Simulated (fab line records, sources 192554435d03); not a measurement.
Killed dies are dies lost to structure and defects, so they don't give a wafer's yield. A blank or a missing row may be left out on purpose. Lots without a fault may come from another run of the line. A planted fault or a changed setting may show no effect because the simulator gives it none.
One fault seen from 2 desks | flow n5_finfet | each desk has only its own numbers; what lay behind them comes last

THE METROLOGY DESK
What the gauges read, lot by lot, whatever tool the lot ran on: means of the sampled wafers that have a number. A lot is out of limits, marked OUT, if its mean lies more than 4 standard deviations from the usual mean; the brackets give that distance. Of its 11 readings 7 are shown: those that lie furthest out on some lot.
Columns: A = DIBL_P at N5_BEOL_M4_RC_MEAS_101, usual 36.0 mV/V; B = IOFF_N at N5_BEOL_M4_RC_MEAS_101, usual 0.151 nA/um; C = IOFF_P at N5_BEOL_M4_RC_MEAS_101, usual 0.21 nA/um; D = ION_N at N5_BEOL_M4_RC_MEAS_101, usual 673 uA/um; E = ION_P at N5_BEOL_M4_RC_MEAS_101, usual 463 uA/um; F = SS_N at N5_BEOL_M4_RC_MEAS_101, usual 71.5 mV/dec; G = VT_P at N5_BEOL_M4_RC_MEAS_101, usual -250 mV
lot  | first seen here | A    | B     | C    | D   | E   | F    | G
L865 | day 5 19:44     | 34.5 | 0.142 | 0.19 | 670 | 461 | 71.2 | -251
L867 | day 6 22:33     | 36.0 | 0.162 | 0.23 | 682 | 468 | 71.3 | -246
L868 | day 7 01:53     | 37.2 | 0.153 | 0.22 | 671 | 465 | 71.5 | -249
L870 | day 7 03:27     | 37.6 | 0.185 | 0.29 | 684 | 472 | 72.1 | -245
L875 | day 8 06:17     | 37.1 | 0.149 | 0.18 | 672 | 457 | 71.3 | -254
L876 | day 8 23:29     | 34.7 | 0.123 | 0.16 | 662 | 454 | 71.4 | -253
L878 | day 9 08:18     | 36.5 | 0.160 | 0.21 | 671 | 459 | 71.4 | -251
L880 | day 9 18:27     | 36.4 | 0.190 | 0.26 | 692 | 473 | 71.8 | -246
L881 | day 9 22:26     | 33.5 | 0.125 | 0.17 | 668 | 459 | 70.7 | -252
This desk's finding: nothing out of limits on any of the 9 lots.

THE TOOL OWNER'S DESK: arfi_scanner-01
The tool's own readings at N5_BEOL_M0_SAQP_EXPOSE_11 (exposes mask M0 CORE, target cd 42 nm): means of the sampled wafers that have a number, for each lot that ran on this tool. A lot is out of limits, marked OUT, if its mean lies more than 4 standard deviations from the usual mean; the brackets give that distance.
Columns: A = exposure_dose_mJ_cm2 at N5_BEOL_M0_SAQP_EXPOSE_11, usual 55.04
lot  | first seen here | A
L867 | day 6 22:26     | 54.99
L868 | day 7 01:45     | 54.94
L875 | day 8 06:10     | 55.06
L876 | day 8 23:21     | 55.00
L880 | day 9 18:20     | 55.02
This desk's finding: nothing out of limits on any of the 5 lots.

PUT TOGETHER
The metrology desk saw nothing out of limits.
The tool owner's desk saw nothing out of limits.

WHAT THE SIMULATOR HAD PUT IN
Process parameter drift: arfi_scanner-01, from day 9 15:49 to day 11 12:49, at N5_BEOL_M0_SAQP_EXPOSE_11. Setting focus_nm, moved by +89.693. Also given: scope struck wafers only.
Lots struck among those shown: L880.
